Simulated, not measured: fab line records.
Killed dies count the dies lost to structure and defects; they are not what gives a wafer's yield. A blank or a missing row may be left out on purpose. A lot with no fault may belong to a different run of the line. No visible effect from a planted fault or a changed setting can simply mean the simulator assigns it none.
Which tool did it? | flow nand_harc | Sampling: 11 lots, 33 wafers, 7 of 1302 route steps

WHAT THE GAUGES SHOWED, per wafer
NHARC_P_ZERO_WELL_INSPECT_43. Usual: raw_defect_count reads 15 (standard deviation 7.2).
lot  | measured     | on                | raw_defect_count | flag
L540 | day 2 13:40  | defect_inspect-02 | 0 9 9            |
L541 | day 2 23:32  | defect_inspect-01 | 5 13 16          |
L542 | day 3 09:12  | defect_inspect-02 | 17 8 5           |
L546 | day 5 01:45  | defect_inspect-01 | 12 14 18         |
L549 | day 6 07:33  | defect_inspect-02 | 7 9 9            |
L550 | day 6 18:08  | defect_inspect-01 | 7 11 5           |
L557 | day 9 15:43  | defect_inspect-02 | 11 16 7          |
L559 | day 10 11:42 | defect_inspect-01 | 4 8 4            |
L560 | day 10 21:37 | defect_inspect-02 | 25 14 27         |
L561 | day 11 07:45 | defect_inspect-01 | 7 6 22           |
L562 | day 11 17:44 | defect_inspect-02 | 21 19 15         |

NHARC_P_STI_CD_MEAS_09: the cd target is 200 nm. Usual: cd_nm reads 200.2 nm (standard deviation 2).
lot  | measured     | on        | cd_nm (nm)        | flag
L540 | day 3 09:38  | cd_sem-02 | 200.2 201.7 199.1 |
L541 | day 3 21:05  | cd_sem-03 | 199.2 199.5 196.7 |
L542 | day 3 21:14  | cd_sem-01 | 199.1 199.2 197.6 |
L546 | day 5 18:04  | cd_sem-01 | 199.4 201.2 199.6 |
L549 | day 6 23:31  | cd_sem-02 | 202.9 200.7 200.9 |
L550 | day 7 08:33  | cd_sem-02 | 200.9 198.6 198.7 |
L557 | day 10 06:17 | cd_sem-02 | 182.8 180.7 181.4 | OFF
L559 | day 11 02:53 | cd_sem-03 | 177.0 180.9 180.6 | OFF
L560 | day 11 13:58 | cd_sem-03 | 198.9 199.4 201.1 |
L561 | day 11 23:47 | cd_sem-03 | 199.5 196.9 199.4 |
L562 | day 12 09:53 | cd_sem-03 | 201.4 200.4 200.9 |

NHARC_P_STI_OCD_MEAS_17. Usual: trench_depth_nm 301.0 nm, standard deviation 2.9; trench_foot_cd_nm 158.1 nm, standard deviation 2.
lot  | measured     | on     | trench_depth_nm (nm) | trench_foot_cd_nm (nm) | flag
L540 | day 3 10:25  | ocd-01 | 299.7 298.9 301.2    | 158.2 160.6 157.6      |
L541 | day 3 21:52  | ocd-01 | 302.2 302.2 301.3    | 157.4 157.7 154.9      |
L542 | day 3 22:02  | ocd-02 | 301.2 299.7 301.1    | 157.2 156.9 155.5      |
L546 | day 5 18:50  | ocd-01 | 306.9 301.8 304.7    | 156.3 158.2 156.6      |
L549 | day 7 00:19  | ocd-01 | 302.6 305.7 305.8    | 160.6 157.7 158.3      |
L550 | day 7 09:22  | ocd-01 | 301.5 302.5 301.8    | 158.3 156.6 155.9      |
L557 | day 10 07:06 | ocd-02 | 301.6 300.5 305.7    | 140.7 139.0 138.7      | OFF
L559 | day 11 03:40 | ocd-01 | 303.7 306.1 295.8    | 134.7 138.2 139.1      | OFF
L560 | day 11 14:44 | ocd-01 | 300.5 300.9 305.3    | 157.1 157.5 158.7      |
L561 | day 12 00:34 | ocd-01 | 302.9 302.7 302.3    | 157.5 154.6 156.5      |
L562 | day 12 10:40 | ocd-02 | 305.4 304.6 299.0    | 158.9 157.8 159.3      |

NHARC_END_SORT_01. Usual: killed_at_array 50, standard deviation 18; killed_at_other 0.8, standard deviation 1.1; killed_at_periphery 4.1, standard deviation 2.9; killed_dies 55, standard deviation 18; killed_open 3.5, standard deviation 1.9; killed_short 2.4, standard deviation 1.5.
lot  | measured     | on        | killed_at_array | killed_at_other | killed_at_periphery | killed_dies | killed_open | killed_short | flag
L549 | day 29 06:49 | prober-01 | 46 67 63        | 0 0 0           | 3 7 6               | 49 74 69    | 2 6 4       | 2 3 2        |
L550 | day 29 12:45 | prober-02 | 42 35 42        | 1 3 0           | 5 2 1               | 48 40 43    | 6 3 3       | 5 3 2        |
L557 | day 32 11:26 | prober-01 | 50 69 61        | 1 0 0           | 4 6 5               | 55 75 66    | 4 6 4       | 1 4 0        |
L560 | day 33 12:08 | prober-02 | 43 42 44        | 1 0 0           | 2 4 1               | 46 46 45    | 2 3 3       | 4 2 0        |

WHICH TOOL RAN EACH LOT (tool, then ch and the chambers of the sampled wafers, then the start)
lot  | NHARC_P_ZERO_WELL_ETCH_62                     | NHARC_P_ZERO_WELL_ETCH_63        | NHARC_P_STI_PEB_07
L540 | rie_diel-06 ch 1,2,3, day 2 07:39 or earlier  | rie_si-06 ch 0,2,3, day 2 07:39  | litho_track-07 ch 0, day 3 09:33
L541 | rie_diel-03 ch 0,1,2, day 2 17:40 or earlier  | rie_si-05 ch 0,1,2, day 2 17:40  | litho_track-07 ch 0, day 3 20:59
L542 | rie_diel-06 ch 1,2,3, day 3 03:34 or earlier  | rie_si-02 ch 0,1, day 3 03:34    | litho_track-03 ch 0, day 3 21:09
L546 | rie_diel-05 ch 0,2, day 4 19:39 or earlier    | rie_si-05 ch 0,2, day 4 19:39    | litho_track-07 ch 0, day 5 17:58
L549 | rie_diel-03 ch 0,1, day 6 01:40 or earlier    | rie_si-05 ch 1,2, day 6 01:40    | litho_track-05 ch 0, day 6 23:26
L550 | rie_diel-03 ch 2,3, day 6 11:34 or earlier    | rie_si-02 ch 1,2,3, day 6 11:34  | litho_track-03 ch 0, day 7 08:28
L557 | rie_diel-05 ch 2,3, day 9 09:41 or earlier    | rie_si-05 ch 1,2,3, day 9 09:41  | litho_track-07 ch 0, day 10 06:11
L559 | rie_diel-06 ch 1,3, day 10 05:42 or earlier   | rie_si-06 ch 0,1,2, day 10 05:42 | litho_track-07 ch 0, day 11 02:47
L560 | rie_diel-06 ch 0,1,3, day 10 15:34 or earlier | rie_si-06 ch 0,1,2, day 10 15:34 | litho_track-03 ch 0, day 11 13:52
L561 | rie_diel-03 ch 0,1,2, day 11 01:51 or earlier | rie_si-02 ch 0,1,2, day 11 01:51 | litho_track-03 ch 0, day 11 23:42
L562 | rie_diel-05 ch 1,3, day 11 11:43 or earlier   | rie_si-05 ch 0,1, day 11 11:43   | litho_track-05 ch 0, day 12 09:48
- NHARC_P_ZERO_WELL_ETCH_62: etches the open film in CHF3/Ar, target depth 13 nm, time 6.5 s.
- NHARC_P_ZERO_WELL_ETCH_63: etches the open film in HBr/Cl2, target depth 120 nm, time 40.1 s.
- NHARC_P_STI_PEB_07: peb time 80 s.

AS READ BY THE TOOLS THEMSELVES (means over the sampled wafers that have a number; for cases with no such wafer, the mark the record gives instead)
NHARC_P_ZERO_WELL_ETCH_62. Usual: chamber_pressure_mTorr is 25.003 mTorr with standard deviation 0.025, drypump_motor_current_A is 5.8 A with standard deviation 0.44, oes_product_au is 0.962 a.u. with standard deviation 0.014, rf_fwd_power_W is 488.3 W with standard deviation 1.6, rf_vpp_V is 369.4 V with standard deviation 1.9, showerhead_plenum_p_Torr is 2.29 Torr with standard deviation 0.078, and throttle_valve_pct is 20.217 % with standard deviation 0.0082.
lot  | tool        | chamber_pressure_mTorr (mTorr) | drypump_motor_current_A (A) | oes_product_au (a.u.) | rf_fwd_power_W (W) | rf_vpp_V (V) | showerhead_plenum_p_Torr (Torr) | throttle_valve_pct (%) | flag
L540 | rie_diel-06 | 25.002                         | 5.9                         | 0.970                 | 487.8              | 370.5        | 2.33                            | 20.228                 |
L541 | rie_diel-03 | 25.012                         | 5.8                         | 0.965                 | 487.2              | 370.1        | 2.33                            | 20.213                 |
L542 | rie_diel-06 | 25.014                         | 5.9                         | 0.969                 | 488.6              | 370.3        | 2.33                            | 20.217                 |
L546 | rie_diel-05 | 24.993                         | 6.1                         | 0.972                 | 487.7              | 366.9        | 2.22                            | 20.220                 |
L549 | rie_diel-03 | 24.979                         | 5.6                         | 0.969                 | 489.0              | 370.3        | 2.36                            | 20.216                 |
L550 | rie_diel-03 | 25.013                         | 5.7                         | 0.978                 | 489.2              | 370.6        | 2.34                            | 20.228                 |
L557 | rie_diel-05 | 24.987                         | 6.4                         | 0.966                 | 488.8              | 367.4        | 2.22                            | 20.215                 |
L559 | rie_diel-06 | 25.020                         | 6.2                         | 0.956                 | 487.4              | 369.4        | 2.27                            | 20.216                 |
L560 | rie_diel-06 | 25.014                         | 6.0                         | 0.960                 | 487.3              | 369.7        | 2.27                            | 20.218                 |
L561 | rie_diel-03 | 25.007                         | 5.8                         | 0.947                 | 487.6              | 369.9        | 2.30                            | 20.215                 |
L562 | rie_diel-05 | 24.988                         | 5.4                         | 0.954                 | 488.9              | 372.2        | 2.42                            | 20.222                 |

NHARC_P_ZERO_WELL_ETCH_63. Usual: chamber_pressure_mTorr 15.002 mTorr, standard deviation 0.02; drypump_motor_current_A 5.8 A, standard deviation 0.4; oes_product_au 0.998 a.u., standard deviation 0.0069; rf_fwd_power_W 393.7 W, standard deviation 2.2; throttle_valve_pct 26.404 %, standard deviation 0.0087.
lot  | tool      | chamber_pressure_mTorr (mTorr) | drypump_motor_current_A (A) | oes_product_au (a.u.) | rf_fwd_power_W (W) | throttle_valve_pct (%) | flag
L540 | rie_si-06 | 15.003                         | 5.3                         | 1.002                 | 392.4              | 26.403                 |
L541 | rie_si-05 | 14.993                         | 6.0                         | 1.001                 | 393.8              | 26.415                 |
L542 | rie_si-02 | 14.999                         | 5.7                         | 1.005                 | 396.2              | 26.414                 |
L546 | rie_si-05 | 15.001                         | 6.0                         | 0.998                 | 394.2              | 26.409                 |
L549 | rie_si-05 | 15.023                         | 6.2                         | 0.993                 | 395.3              | 26.405                 |
L550 | rie_si-02 | 15.054                         | 5.7                         | 0.990                 | 394.6              | 26.394                 |
L557 | rie_si-05 | 15.005                         | 6.0                         | 1.001                 | 395.0              | 26.405                 |
L559 | rie_si-06 | 15.005                         | 5.5                         | 0.997                 | 392.4              | 26.401                 |
L560 | rie_si-06 | 14.994                         | 5.5                         | 0.998                 | 393.0              | 26.406                 |
L561 | rie_si-02 | 15.001                         | 5.5                         | 0.995                 | 395.3              | 26.404                 |
L562 | rie_si-05 | 14.994                         | 6.0                         | 0.998                 | 394.7              | 26.400                 |

NHARC_P_STI_PEB_07. Usual: heater_power_total_W 189.8 W, standard deviation 0.82; plate_temp_C 128.01 C, standard deviation 0.13; resist_line_temp_C 23.02 C, standard deviation 0.11.
lot  | tool           | heater_power_total_W (W) | plate_temp_C (C) | resist_line_temp_C (C) | flag
L540 | litho_track-07 | 189.7                    | 127.79           | 22.89                  |
L541 | litho_track-07 | 190.4                    | 128.02           | 23.13                  |
L542 | litho_track-03 | 189.5                    | 127.92           | 23.15                  |
L546 | litho_track-07 | 190.3                    | 128.12           | 22.97                  |
L549 | litho_track-05 | 190.0                    | 127.88           | 23.03                  |
L550 | litho_track-03 | 189.4                    | 127.96           | 22.91                  |
L557 | litho_track-07 | 186.5                    | 125.88           | 23.00                  | OFF
L559 | litho_track-07 | 186.1                    | 126.07           | 22.93                  | OFF
L560 | litho_track-03 | 190.1                    | 128.04           | 23.04                  |
L561 | litho_track-03 | 189.0                    | 127.93           | 23.07                  |
L562 | litho_track-05 | 189.5                    | 127.92           | 23.05                  |

THE ANSWER, worked out from the rows above alone
Rule: a lot counts as off when the mean over its wafers that have a number is more than 3 standard deviations away from the usual mean. A lot without any number at a reading at which 4 lots or more have one is off too. The other lots that the step has rows for count as sound. First the gauges in route order, then the tools' own readings, where a lot's mean is used as printed above. At the first step where some lot is off, the reading lying furthest off is the one used; lots without a number count as furthest.
Off: L557, L559 (NHARC_P_STI_CD_MEAS_09, cd_nm).
If a tool, at a process step before that reading, ran all the lots that are off and no sound lot after the first of them, it fits. The gauges at NHARC_P_STI_CD_MEAS_09 aren't tried: what is off there is off at NHARC_P_STI_OCD_MEAS_17 too, on other tools, and a gauge's error can't cause that. NHARC_P_ZERO_WELL_ETCH_62 gives no start for some lots, so the hours and the order of its lots are those of NHARC_P_ZERO_WELL_ETCH_63. One candidate fits, namely litho_track-07 at NHARC_P_STI_PEB_07. A fault onset in the window from L546 (day 5 17:58, its last sound lot) to L557 (day 10 06:11, its first lot off) fits.
The tool's own readings at NHARC_P_STI_PEB_07 bear it out: on the lots that are off they differ by more than 5 times the standard deviation of the sound lots' means. heater_power_total_W reads 186.3 W there against 189.8 W on the sound lots; plate_temp_C reads 125.97 C there against 127.95 C on the sound lots.

WHAT WAS PUT IN BY THE SIMULATOR
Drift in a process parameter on litho_track-07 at NHARC_P_STI_PEB_07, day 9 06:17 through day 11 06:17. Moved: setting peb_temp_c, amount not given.
Lots struck among those shown: L557, L559. The rule above found the same.
